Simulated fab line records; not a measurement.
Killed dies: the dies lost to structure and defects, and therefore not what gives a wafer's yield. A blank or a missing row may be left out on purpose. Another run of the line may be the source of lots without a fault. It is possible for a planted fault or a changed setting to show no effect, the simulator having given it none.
Struck lot and sound lot, side by side | flow nand harc | 16 steps out of a route of 1302
Sound: these wafers, L347.1, L347.2, L347.4. The struck wafers were L352.1, L352.2, L352.6. At the end, the cause is stated.
At each step with rows: each side's tool, then ch and its chambers, then its first start. Under that, the readings that differ: sound wafers | struck wafers | difference of the means | sigmas: that difference in standard deviations of wafers without a fault.
alike: a reading whose means differ by less than 2 such deviations, as well as words and numbers matching on both sides. not compared: withheld readings; readings where some wafer has no value; bounds like >300 that might hide an equal value; numbers whose values overlap and for which the record gives no deviation.
Wherever a step has rows on one side only, a row that says differs or no value, or a row with sigmas, the two part there. Numbers that don't overlap but have no deviation are shown without sigmas and don't part them. A reading missing from all wafers of one side parts the sides only when that side holds two or more wafers.

first, 1 step without rows for these wafers: NHARC_A_ONON_D1_DEP_09 (target thk 1000 nm).
NHARC_A_ONON_D1_THK_MEAS_11: measures by ellipsometry.
  sound: film metro-02 at day 10 13:02; struck: film metro-02 at day 12 07:28
  reading     | sound          | struck      | difference | sigmas
  thk nm (nm) | 1026 1029 1029 | 991 991 990 | -37        | -4
then, 1 step without rows for these wafers: NHARC_A_ONON_D1_DEP_12 (target thk 1000 nm).
NHARC_A_ONON_D1_THK_MEAS_14: measures by ellipsometry.
  sound: film metro-02 at day 10 13:35; struck: film metro-01 at day 12 08:02
  alike: thk nm
then, 2 steps without rows for these wafers: NHARC_A_ONON_D1_ANNEAL_15 (time 3600 s); NHARC_A_ONON_D1_DEP_16 (target thk 1000 nm).
NHARC_A_ONON_D1_THK_MEAS_18: measures by ellipsometry.
  sound: film metro-01 at day 10 23:41; struck: film metro-01 at day 12 16:23
  alike: thk nm
then, 1 step without rows for these wafers: NHARC_A_ONON_D1_DEP_19 (target thk 1000 nm).
NHARC_A_ONON_D1_THK_MEAS_21: measures by ellipsometry.
  sound: film metro-02 at day 11 00:14; struck: film metro-02 at day 12 16:56
  alike: thk nm
then, 1 step without rows for these wafers: NHARC_A_ONON_D1_DEP_22 (target thk 1000 nm).
NHARC_A_ONON_D1_THK_MEAS_24: measures by ellipsometry.
  sound: film metro-01 at day 11 00:49; struck: film metro-01 at day 12 17:31
  reading     | sound       | struck         | difference | sigmas
  thk nm (nm) | 967 967 968 | 1010 1009 1011 | +43        | +4
NHARC_A_ONON_D1_DEP_25: target thk 1000 nm.
  struck on pecvd onon-02, day 12 17:42; sound on pecvd onon-01 ch 0, day 11 00:52
  no value came back on the struck wafers for n2 flow sccm (sccm), n2o flow sccm (sccm); on the sound wafers n2 flow sccm (sccm) reads 2746 2745 2744
then, 1 step without rows for these wafers: NHARC_A_ONON_D1_DEP_28 (target thk 1000 nm).
NHARC_A_ONON_D1_DEP_33: deposits SiO2, target thk 200 nm.
  sound on pecvd-02 ch 0,1, day 11 02:05; struck on pecvd-02 ch 0,2, day 12 18:50
  alike: chamber pressure Torr, flow sccm, heater power outer w, heater power w, throttle valve pct
NHARC_A_ONON_D1_INSPECT_32:
  sound: defect inspect-02 at day 11 02:32; struck: defect inspect-02 at day 13 07:00
  reading          | sound    | struck                                                                        | difference                   | sigmas
  hold             | - - -    | await dispo/11.5h/release await dispo/11.5h/release await dispo/11.5h/release | no value on the sound wafers |
  raw defect count | 37 49 83 | 92 121 132                                                                    | +59                          | +2
-- jump in the record: it breaks off in module A_ONON_D1 and resumes in module END (first step shown: number 1302 of the route), and 19 days separate the struck wafers' starts before and after --
NHARC_END_SORT_01:
  at this point the record logs the struck wafers (prober-01 ch 0, day 32 08:49) and has no rows for the sound ones

WHERE THEY PART
At NHARC_A_ONON_D1_THK_MEAS_11 first; at NHARC_END_SORT_01 last (within this record only).

WHY: the cause the simulator had injected
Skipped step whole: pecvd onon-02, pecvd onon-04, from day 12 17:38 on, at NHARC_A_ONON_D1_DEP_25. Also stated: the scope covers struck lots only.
